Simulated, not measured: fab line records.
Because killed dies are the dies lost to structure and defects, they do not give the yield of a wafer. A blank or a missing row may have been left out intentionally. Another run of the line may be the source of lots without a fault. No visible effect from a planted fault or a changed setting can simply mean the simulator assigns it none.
Chamber matching | flow nand harc | 4 sister chambers for NHARC_THIN_TSV_ETCH_15 on rie si-02
The step target depth 3000 nm, bosch target overetch cycles 2, bosch etch step 2.8 s. 18 wafers are shown with their chamber, then 9 later ones without.

## WAFERS PAIRED WITH THEIR CHAMBERS
wafer  | chamber | drypump motor current A (A)
L075.1 | 2       | 5.7
L075.2 | 0       | 5.8
L075.3 | 3       | 5.6
L074.1 | 0       | 5.8
L074.3 | 3       | 5.6
L074.5 | 2       | 5.7
L079.1 | 1       | 6.1
L079.2 | 2       | 5.7
L079.3 | 3       | 5.6
L082.3 | 1       | 6.1
L082.4 | 2       | 5.7
L082.6 | 1       | 6.1
L088.2 | 2       | 5.7
L088.4 | 1       | 6.1
L088.6 | 2       | 5.8
L086.1 | 2       | 5.7
L086.4 | 1       | 6.1
L086.6 | 0       | 5.8

SIGNATURES, as means of the wafers listed above
reading                 | chamber 0 | chamber 1 | chamber 2 | chamber 3 | scatter within a chamber
drypump motor current A | 5.800     | 6.100     | 5.714     | 5.600     | 0.0247
Rule: distance of a wafer from a chamber = root of the sum over the readings of ((wafer's reading minus chamber's mean) / reading's scatter) squared. If the next closest chamber is less than 2 further off than the closest, the wafer can't be placed; otherwise it belongs to the closest. How the scatter is found: for the shown wafers, subtract from each reading the mean of its chamber, square and add these, divide the total by (wafers less chambers), then take the root.

## WAFERS WITH NO CHAMBER GIVEN
wafer  | drypump motor current A (A)
L091.1 | 5.7
L091.5 | 5.6
L091.6 | 5.8
L092.2 | 6.1
L092.3 | 5.7
L092.4 | 5.6
L095.1 | 5.7
L095.2 | 5.6
L095.3 | 5.8

## WHICH CHAMBER EACH ONE RAN IN
wafer  | from the rows above | in truth
L091.1 | 2                   | 2
L091.5 | 3                   | 3
L091.6 | 0                   | 0
L092.2 | 1                   | 1
L092.3 | 2                   | 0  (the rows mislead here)
L092.4 | 3                   | 3
L095.1 | 2                   | 2
L095.2 | 3                   | 3
L095.3 | 0                   | 0
Correctly placed: 8 of 9. Not placeable from these rows: 0. 1 placed wrongly.
